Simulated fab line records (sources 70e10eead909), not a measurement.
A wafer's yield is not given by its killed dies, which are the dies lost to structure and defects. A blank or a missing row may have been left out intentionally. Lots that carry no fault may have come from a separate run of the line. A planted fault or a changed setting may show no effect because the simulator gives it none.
Comparing a struck lot with a sound one :: flow nand harc :: 23 out of 1302 route steps
Sound: the wafers L528.1, L528.3, L528.5. Struck: wafers L536.1, L536.3, L536.4. The cause is given at the end.
Order at every step that has rows: each side's tool, ch and its chambers, its first start. Under that, the readings that differ: sound wafers :: struck wafers :: difference of the means :: sigmas: that difference in standard deviations of wafers without a fault.
alike: same words and numbers on both sides, and readings whose means sit less than 2 such deviations apart. not compared: any withheld reading, any reading some wafer has no value for, any bound like >300 that may hide the same value, and any number with overlapping values for which the record gives no deviation.
Wherever a step has rows on one side only, a row that says differs or no value, or a row with sigmas, the two part there. Numbers that don't overlap but have no deviation are shown without sigmas and don't part them. Lack of a reading on every wafer of one side parts them only where that side has two or more wafers.

NHARC_P_M0_INSPECT_27:
  sound on defect inspect-01, day 9 07:26; struck on defect inspect-01, day 12 18:49
  alike: raw defect count
NHARC_P_M0_PRE_CLEAN_31: time 12 s.
  sound on pecvd-02 ch 0,2, day 9 07:31; struck on pecvd-02 ch 0,1,2, day 12 18:53
  alike: heater power w
NHARC_P_M0_DEP_32: deposits SiCN, target thk 30 nm.
  sound on pecvd-02 ch 0,2, day 9 07:38; struck on pecvd-02 ch 0,1,2, day 12 19:00
  alike: heater power w
then, 8 steps without rows for these wafers: NHARC_P_M1_DEP_00 (deposits SiOC, target thk 182.5 nm); NHARC_P_M1_DEHYDRATE_01 (time 120 s); NHARC_P_M1_HMDS_02 (time 30 s); NHARC_P_M1_COAT_34 (time 65 s); NHARC_P_M1_COAT_03 (resist thk 90 nm); NHARC_P_M1_SOFTBAKE_04 (time 55 s); NHARC_P_M1_EBR_05; NHARC_P_M1_EXPOSE_06 (exposes mask P M1, target cd 130 nm).
NHARC_P_M1_PEB_07: peb time 65 s.
  sound on litho track-06 ch 0, day 9 08:46; struck on litho track-01 ch 0, day 12 20:08
reading: heater power total W (W)
sound: 156.0 157.0 157.1
struck: 178.7 179.1 178.3
difference: +22.0
sigmas: +51

reading: plate temp C (C)
sound: 100.23 99.92 100.12
struck: 110.08 110.11 110.15
difference: +10.02
sigmas: +84
then, 1 step without rows for these wafers: NHARC_P_M1_DEVELOP_08 (develop time 35 s).
NHARC_P_M1_CD_MEAS_09: target cd 130 nm.
  sound on cd sem-01 ch 0, day 9 08:50; struck on cd sem-02 ch 0, day 12 20:13
reading: cd nm (nm)
sound: 129.8 129.7 129.8
struck: 159.1 158.6 159.0
difference: +29.1
sigmas: +65
NHARC_P_M1_OVL_MEAS_10: pitch 260 nm.
  sound on overlay-02, day 9 08:55; struck on overlay-02, day 12 20:18
reading: overlay x nm (nm)
sound: 2.7 2.3 2.5
struck: 0.0 0.2 0.3
difference: -2.3
sigmas: -3
  alike: overlay y nm
NHARC_P_M1_INSPECT_11:
  sound on defect inspect-01, day 9 08:58; struck on defect inspect-02, day 12 20:20
  alike: raw defect count
NHARC_P_M1_DESCUM_14: chemistry O2, time 3 s.
  sound on rie diel-02 ch 1,3, day 9 09:02; struck on rie diel-01 ch 0,1,2, day 12 20:24
reading: throttle valve pct (%)
sound: 11.310 11.299 11.293
struck: 11.330 11.316 11.326
difference: +0.023
sigmas: +3

reading: model.P_M1.cd nm (nm)
sound: 129.8 129.4 129.5
struck: 159.1 159 158.9
difference: +29.4
sigmas: 
  alike: drypump motor current A, mfc ar sccm, o2 flow sccm, oes product au, rf vpp V, showerhead plenum p Torr
  not compared: rf hours counter h
NHARC_P_M1_ETCH_35: etches the open film in N2/H2, target depth 40 nm, overetch 12 nm, time 43.94 s.
  sound on rie diel-02 ch 0,1,3, day 9 09:07; struck on rie diel-01 ch 1,2, day 12 20:31
  alike: bias w, drypump motor current A, mfc ar sccm, oes product au, rf vpp V, showerhead plenum p Torr, throttle valve pct
  not compared: rf hours counter h
NHARC_P_M1_ETCH_15: etches the open film in C4F8/Ar, target depth 182.5 nm, time 91.2 s.
  sound on rie diel-02 ch 2,3; struck on rie diel-01 ch 0,1,2
  alike: bias w, oes product au, rf vpp V
  not compared: rf hours counter h
NHARC_P_M1_CD_MEAS_16:
  sound on cd sem-01, day 9 09:20; struck on cd sem-01, day 12 20:45
reading: cd nm (nm)
sound: 129.8 129.5 129.4
struck: 159.0 158.9 158.9
difference: +29.4
sigmas: +53
NHARC_P_M1_STRIP_18: strips in N2/H2.
  sound on rie diel-04 ch 1,2, day 9 09:25; struck on rie diel-02 ch 0,3, day 12 20:52
reading: drypump motor current A (A)
sound: 6.2 6.6 6.2
struck: 5.5 5.8 5.5
difference: -0.7
sigmas: -2
  alike: mfc ar sccm, oes product au, rf vpp V, showerhead plenum p Torr, throttle valve pct
  not compared: rf hours counter h
NHARC_P_M1_ETCH_28: etches the open film in CF4/N2, target depth 30 nm, time 72.99 s.
  sound on rie diel-04 ch 0,1; struck on rie diel-02 ch 2,3
reading: model.P_M1.cd nm (nm)
sound: 129.8 129.4 129.2
struck: 159.3 158.9 158.6
difference: +29.5
sigmas: 
  alike: bias w, cf4 flow sccm, drypump motor current A, mfc ar sccm, oes product au, rf vpp V, showerhead plenum p Torr, throttle valve pct
  not compared: rf hours counter h
then, 1 step without rows for these wafers: NHARC_P_M1_STRIP_19 (strips in post etch residue remover, time 600 s).

WHERE THEY PART
First at NHARC_P_M1_PEB_07; last, within this record, at NHARC_P_M1_STRIP_18. Later steps at which nothing parts them and some readings are alike: NHARC_P_M1_ETCH_28.

WHY: the cause the simulator had injected
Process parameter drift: litho track-01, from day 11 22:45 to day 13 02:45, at NHARC_P_M1_PEB_07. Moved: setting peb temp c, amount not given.
